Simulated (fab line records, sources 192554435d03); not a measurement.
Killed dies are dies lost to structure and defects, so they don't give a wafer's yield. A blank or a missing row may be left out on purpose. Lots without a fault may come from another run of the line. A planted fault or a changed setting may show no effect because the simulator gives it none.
A struck lot beside a sound one | flow n5_finfet | 16 steps out of a route of 1938
Sound: wafers L513.2, L513.4, L513.5. Struck: wafer L525.4. (L525.1 of the same lot was not struck and is left out.) The cause comes at the end.
At each step with rows: each side's tool, then ch and its chambers, then its first start. Under that, the readings that differ: sound wafers | struck wafers | difference of the means | sigmas: that difference in standard deviations of wafers without a fault.
alike: readings whose means differ by less than 2 such deviations, and words and numbers that are the same on both sides. not compared: withheld readings, readings that some wafer has no value for, bounds like >300 that may hide the same value, and numbers for which the record gives no deviation and whose values overlap.
The two part at a step that has a row with sigmas, a row that says differs or no value, or rows on one side only. Numbers that don't overlap but have no deviation are shown without sigmas and don't part them. A reading that every wafer of one side lacks parts them only if that side has two wafers or more.

first, 4 steps without rows for these wafers: N5_HKMG_FIN_SOFTBAKE_44 (time 60 s); N5_HKMG_FIN_EXPOSE_46 (exposes mask NDIPOLE); N5_HKMG_FIN_PEB_47 (peb time 60 s); N5_HKMG_FIN_DEVELOP_48 (develop time 30 s).
N5_HKMG_FIN_CD_MEAS_49: target cd 202 nm.
  sound on cd_sem-02 ch 0, day 4 07:42; struck on cd_sem-01 ch 0, day 7 07:52
  alike: cd_nm
N5_HKMG_FIN_OVL_MEAS_50:
  sound on overlay-01 ch 0, day 4 07:44; struck on overlay-01 ch 0, day 7 07:54
  alike: NDIPOLE_OVL
N5_HKMG_FIN_INSPECT_61: inspects for defects (macro).
  sound on defect_inspect-02, day 4 07:45; struck on defect_inspect-02, day 7 07:56
  alike: raw_defect_count
N5_HKMG_FIN_DESCUM_53: chemistry O2, time 7.9 s.
  sound on rie_diel-05 ch 1, day 4 07:58; struck on rie_diel-05 ch 3, day 7 07:58
  alike: drypump_motor_current_A, oes_product_au, rf_fwd_power_W, rf_vpp_V, showerhead_plenum_p_Torr, throttle_valve_pct
  not compared: rf_hours_counter_h
N5_HKMG_FIN_ETCH_54: etches SiARC in CF4, target depth 45.5 nm, time 75.8 s.
  sound on rie_diel-05 ch 1, day 4 08:01; struck on rie_diel-05 ch 3, day 7 07:59
  alike: drypump_motor_current_A, etch_rf_on_time_s, oes_product_au, rf_fwd_power_W, rf_vpp_V, showerhead_plenum_p_Torr, throttle_valve_pct
  not compared: rf_hours_counter_h
N5_HKMG_FIN_ETCH_55: etches SOC in N2/H2, target depth 240 nm, time 300 s.
  sound on rie_diel-05 ch 1, day 4 08:05; struck on rie_diel-05 ch 3, day 7 08:03
  alike: drypump_motor_current_A, oes_product_au, rf_fwd_power_W, rf_vpp_V, showerhead_plenum_p_Torr, throttle_valve_pct
  not compared: rf_hours_counter_h
then, 1 step without rows for these wafers: N5_HKMG_FIN_STRIP_56 (strips in N2/H2).
N5_HKMG_FIN_STRIP_57: strips in CF4.
  sound on rie_diel-05 ch 1, day 4 08:23; struck on rie_diel-05 ch 3, day 7 08:14
  alike: drypump_motor_current_A, oes_product_au, rf_vpp_V, showerhead_plenum_p_Torr, throttle_valve_pct
  not compared: rf_fwd_power_W, rf_hours_counter_h
N5_HKMG_FIN_ETCH_58: etches SOC in N2/H2, target depth 215.8 nm, time 741 s.
  sound on rie_diel-05 ch 1, day 4 08:25; struck on rie_diel-05 ch 3, day 7 08:16
  reading                                   | sound             | struck | difference | sigmas
  model.etch.depth_nm (nm)                  | 217.9 217.1 217.4 | 180.4  | -37.1      |
  model.SOC_of_HKMG_FIN_COAT_41.thk_nm (nm) | 82 83.8 82.2      | 119.6  | +36.9      |
  model.HKMG_FIN.feature_depth_nm (nm)      | 218 217.2 217.4   | 180.4  | -37.1      |
  alike: drypump_motor_current_A, oes_product_au, rf_fwd_power_W, rf_vpp_V, showerhead_plenum_p_Torr, throttle_valve_pct
  not compared: rf_hours_counter_h
N5_HKMG_FIN_STRIP_93: strips SOC in N2/H2, time 20 s.
  sound on rie_diel-05 ch 1, day 4 09:03; struck on rie_diel-05 ch 3, day 7 08:41
  reading                                   | sound        | struck | difference | sigmas
  model.SOC_of_HKMG_FIN_COAT_41.thk_nm (nm) | 71.8 73.6 72 | 109.2  | +36.7      |
  alike: drypump_motor_current_A, oes_product_au, rf_fwd_power_W, rf_vpp_V, showerhead_plenum_p_Torr, throttle_valve_pct
  not compared: rf_hours_counter_h
then, 1 step without rows for these wafers: N5_HKMG_FIN_WET_ETCH_76 (etches Al2O3 in dNH4OH, stops on La2O3, target depth 2.25 nm, rinse time 30 s).
-- the record jumps here: 8 days lie between the struck wafers' starts before and after (it left off in module HKMG_FIN and takes up again in module PASSIVATION, whose first step shown is number 1936 of the route) --
N5_PASSIVATION_PROBE_49:
  the record has rows for the struck wafers here (prober-01, day 15 01:32) and none for the sound ones

WHERE THEY PART
Only at N5_PASSIVATION_PROBE_49, within this record.

WHY: what the simulator had put in
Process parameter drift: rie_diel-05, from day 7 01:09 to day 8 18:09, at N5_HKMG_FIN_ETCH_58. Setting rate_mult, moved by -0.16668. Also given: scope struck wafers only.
